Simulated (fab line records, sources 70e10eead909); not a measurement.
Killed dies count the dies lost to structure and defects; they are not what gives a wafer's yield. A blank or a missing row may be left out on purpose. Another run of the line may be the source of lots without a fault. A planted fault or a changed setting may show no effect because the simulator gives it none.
The same fault as seen by 2 desks || flow nand harc || what lay behind the numbers comes last; until then each desk has only its own

## AT THE TOOL OWNER'S DESK: rie metal-03
The tool's own readings at NHARC_A_WL_FILL_ETCHBACK_04 (etches the open film in NF3, target depth 60 nm, time 120 s): means of the sampled wafers that have a number, for each lot that ran on this tool. The brackets show how far a lot's mean lies from the usual mean; more than 4 standard deviations puts the lot out of limits, marked OUT.
Columns: A = drypump motor current A at NHARC_A_WL_FILL_ETCHBACK_04, usual 5.9 A; B = oes product au at NHARC_A_WL_FILL_ETCHBACK_04, usual 0.998 a.u.
{"lot": "L847", "first seen here": "day 16 00:42", "A": 5.8, "B": 1.002}
{"lot": "L851", "first seen here": "day 17 11:19", "A": 5.6, "B": 1.005}
{"lot": "L854", "first seen here": "day 17 18:55", "A": 5.5, "B": "0.846 (-13) OUT"}
{"lot": "L855", "first seen here": "day 18 04:08", "A": 5.6, "B": "0.927 (-5.9) OUT"}
This desk's finding: out of limits on L854, L855; first on L854, day 17 18:55 (oes product au at NHARC_A_WL_FILL_ETCHBACK_04). L847, L851 stayed within limits.

## THE METROLOGY DESK
Lot by lot, what the gauges showed, no matter which tool ran the lot: averages of those sampled wafers that carry a number. The brackets show how far a lot's mean lies from the usual mean; more than 4 standard deviations puts the lot out of limits, marked OUT.
Columns: A = cd nm at NHARC_A_SLIT_CD_MEAS_21, usual 289.8 nm
{"lot": "L843", "first seen here": "day 14 17:39", "A": 289.3}
{"lot": "L844", "first seen here": "day 15 03:40", "A": 288.8}
{"lot": "L847", "first seen here": "day 15 09:18", "A": 291.0}
{"lot": "L846", "first seen here": "day 15 09:28", "A": 290.0}
{"lot": "L849", "first seen here": "day 16 03:44", "A": 289.9}
{"lot": "L848", "first seen here": "day 16 05:23", "A": 290.6}
{"lot": "L851", "first seen here": "day 16 17:04", "A": 289.8}
{"lot": "L854", "first seen here": "day 17 04:13", "A": 290.0}
{"lot": "L855", "first seen here": "day 17 16:43", "A": 290.2}
{"lot": "L859", "first seen here": "day 19 05:46", "A": 290.4}
{"lot": "L860", "first seen here": "day 19 07:57", "A": 288.8}
{"lot": "L861", "first seen here": "day 19 09:07", "A": 290.3}
{"lot": "L862", "first seen here": "day 19 10:16", "A": 289.7}
Result from this desk: across the 13 lots, nothing is out of limits.

## ALL TOGETHER
On L854, L855, at day 17 18:55, an alarm was possible from the tool owner's desk.
From the metrology desk's view, nothing was out of limits.
The metrology desk holds a record of L854, L855, inside its limits.
On rie metal-03, each named lot ran NHARC_A_WL_FILL_ETCHBACK_04.

## WHAT HAD BEEN PUT IN BY THE SIMULATOR
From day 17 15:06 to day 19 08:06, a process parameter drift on rie metal-03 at NHARC_A_WL_FILL_ETCHBACK_04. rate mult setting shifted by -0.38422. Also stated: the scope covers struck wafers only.
Shown lots that were struck: L854, L855.
How many hours passed from the start of the fault until each desk's first out-of-limits reading: the tool owner's desk, 4.
